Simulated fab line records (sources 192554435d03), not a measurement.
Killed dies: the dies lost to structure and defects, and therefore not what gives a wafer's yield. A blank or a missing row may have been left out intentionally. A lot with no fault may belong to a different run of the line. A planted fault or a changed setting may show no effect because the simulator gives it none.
3 desks looking at one fault | flow n5 finfet | what lay behind the numbers comes last; until then each desk has only its own

TOOL OWNER'S DESK, litho track-05
The tool's own readings at N5_SD_EPI_P_COAT_35 (time 60 s, resist thk 35 nm): means of the sampled wafers that have a number, for each lot that ran on this tool. The brackets show how far a lot's mean lies from the usual mean; more than 4 standard deviations puts the lot out of limits, marked OUT.
Columns: A = chill plate temp C at N5_SD_EPI_P_COAT_35, usual 23.01 C; B = dispense pressure kPa at N5_SD_EPI_P_COAT_35, usual 52 kPa; C = resist line temp C at N5_SD_EPI_P_COAT_35, usual 22.99 C; D = spin speed rpm at N5_SD_EPI_P_COAT_35, usual 1499.8 rpm
lot  | first seen here | A     | B  | C     | D
L925 | day 3 11:07     | 23.09 | 51 | 22.97 | 1498.7
L929 | day 4 10:40     | 22.99 | 51 | 22.95 | 1500.2
L938 | day 6 16:29     | 22.98 | 51 | 22.98 | 1541.9 (+32) OUT
L939 | day 6 23:41     | 23.02 | 51 | 23.09 | 1540.9 (+32) OUT
This desk's verdict: out of limits on L938, L939, starting with L938 at day 6 16:29 (spin speed rpm at N5_SD_EPI_P_COAT_35). L925, L929 stayed within limits.

AT THE METROLOGY DESK
What the gauges read, lot by lot, whatever tool the lot ran on: means of the sampled wafers that have a number. The brackets show how far a lot's mean lies from the usual mean; more than 4 standard deviations puts the lot out of limits, marked OUT.
Columns: A = SD_P_BLK_OVL at N5_SD_EPI_P_OVL_MEAS_10, usual -0.6 nm
lot  | first seen here | A
L924 | day 3 06:08     | -0.8
L925 | day 3 11:31     | -0.4
L926 | day 3 21:39     | -0.6
L927 | day 3 22:22     | -0.7
L929 | day 4 10:56     | -0.4
L930 | day 4 16:07     | -1.2
L938 | day 6 16:46     | -0.2
L939 | day 7 00:05     | -0.8
L940 | day 7 05:44     | -0.6
L942 | day 7 18:44     | -0.9
L946 | day 8 20:37     | -0.8
L947 | day 8 22:59     | -0.9
Result from this desk: across the 12 lots, nothing is out of limits.

THE DEFECT DESK
What the inspections along the route counted, lot by lot: means of the sampled wafers that have a number. The brackets show how far a lot's mean lies from the usual mean; more than 4 standard deviations puts the lot out of limits, marked OUT.
Columns: A = raw defect count at N5_DUMMY_GATE_INSPECT_27, usual 286
lot  | first seen here | A
L924 | day 2 23:47     | 320
L925 | day 3 05:10     | 245
L926 | day 3 16:17     | 181
L927 | day 3 16:50     | 344
L929 | day 4 05:43     | 266
L930 | day 4 10:37     | 277
L938 | day 6 11:20     | 341
L939 | day 6 18:30     | 342
L940 | day 7 00:14     | 379
L942 | day 7 13:04     | 407
L946 | day 8 14:10     | 260
L947 | day 8 17:05     | 467
Result from this desk: across the 12 lots, nothing is out of limits.

BROUGHT TOGETHER
On L938, L939, at day 6 16:29, an alarm was possible from the tool owner's desk.
Metrology desk: nothing out of limits seen.
Nothing the defect desk looked at was out of limits.
The metrology desk has L938, L939 on record, within its limits.
The defect desk has L938, L939 on record, within its limits.
N5_SD_EPI_P_COAT_35 was run on litho track-05 by each of the lots named.

WHAT THE SIMULATOR HAD PUT IN
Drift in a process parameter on litho track-05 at N5_SD_EPI_P_COAT_35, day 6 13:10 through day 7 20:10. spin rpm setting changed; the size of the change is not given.
Struck lots among those shown: L938, L939.
Each desk's first reading out of limits, in hours after the fault started: the tool owner's desk, 3.
